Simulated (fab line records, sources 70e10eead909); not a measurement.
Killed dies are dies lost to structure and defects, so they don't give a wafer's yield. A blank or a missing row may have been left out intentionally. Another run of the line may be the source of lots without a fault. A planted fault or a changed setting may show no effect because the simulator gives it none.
Which tool did it? | flow nand-harc | at 1 step of a route of 1302, 10 lots with 30 wafers sampled

WHAT THE GAUGES SHOWED, per wafer
NHARC_A_SLIT_INSPECT_11.
lot  | measured     | on                | raw-defect-count
L075 | day 20 12:16 | defect-inspect-02 | 69 52 62
L074 | day 20 22:32 | defect-inspect-02 | 85 64 67
L081 | day 22 10:56 | defect-inspect-01 | 74 78 83
L083 | day 23 11:00 | defect-inspect-02 | 89 78 96
L085 | day 23 23:41 | defect-inspect-01 | 43 40 32
L087 | day 24 15:44 | defect-inspect-01 | 25 21 27
L091 | day 26 03:35 | defect-inspect-02 | 108 82 96
L092 | day 27 03:34 | defect-inspect-02 | 28 24 27
L095 | day 28 08:12 | defect-inspect-02 | 32 25 33
L094 | day 28 09:05 | defect-inspect-02 | 61 54 60

EACH LOT AND THE TOOL THAT RAN IT (in order: tool; ch and the chambers of the sampled wafers; start)
The record shows no process step preceding these readings.

THE ANSWER, worked out from the rows above alone
Rule: usual is defined by the lots themselves. The widest of any qualifying gaps counts: lots, ordered by their means at a reading, are off when they make up no more than a third of the lots, leave a main group of 4 or more, and stand apart from it by 3 or more times the standard deviation of that group's means. The tables above print the reading to a certain number of digits; a main group whose means all agree to those digits is not used. A lot without any number at a reading at which 4 lots or more have one is off too. Where the step has rows for the other lots, those lots are counted as sound.
Across all readings shown, no lot is off: no conclusion can be drawn from this.

WHAT WAS PUT IN BY THE SIMULATOR
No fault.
